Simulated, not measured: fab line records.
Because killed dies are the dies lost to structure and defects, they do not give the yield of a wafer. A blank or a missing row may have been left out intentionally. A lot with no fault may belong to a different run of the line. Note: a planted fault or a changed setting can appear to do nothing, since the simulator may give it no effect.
Which tool is to blame?    flow n5-finfet    12 lots (36 wafers sampled), 1 step of a 1938-step route

## WHAT THE GAUGES SHOWED, per wafer
N5_PMOS_HMC_CHANNEL_EPI_INSPECT_11: inspects for defects (macro).
lot   measured     on                 raw-defect-count
L075  day 1 23:16  defect-inspect-02  3 2 2
L077  day 2 11:15  defect-inspect-02  3 2 1
L079  day 2 23:47  defect-inspect-02  5 2 0
L081  day 3 11:44  defect-inspect-02  4 2 1
L083  day 3 23:41  defect-inspect-01  2 2 3
L085  day 4 11:11  defect-inspect-01  2 2 3
L087  day 4 23:18  defect-inspect-01  1 4 4
L089  day 5 11:02  defect-inspect-01  2 2 3
L091  day 5 23:13  defect-inspect-01  1 4 2
L093  day 6 11:16  defect-inspect-02  3 1 1
L095  day 6 23:16  defect-inspect-02  0 2 2
L097  day 7 11:43  defect-inspect-02  1 2 0

## WHAT TOOL EACH LOT RAN ON (gives the tool, then ch and the chambers of the sampled wafers, and finally the start)
Record: no process step prior to these readings.

## THE ANSWER, worked out from the rows above alone
Rule: what is usual is taken from the lots themselves. Put in order of their means at a reading, lots are off if they are a third of the lots or fewer, leave a main group of 4 or more, and stand apart from it by a gap of 3 or more times the standard deviation of the main group's means; of several such gaps the widest counts. If all means in a main group match to the digits the tables above print for the reading, that group is not used. A lot without any number at a reading at which 4 lots or more have one is off too. Any other lot the step has rows for is counted as sound.
Across all readings shown, no lot is off: no conclusion can be drawn from this.

## WHAT THE SIMULATOR PUT IN
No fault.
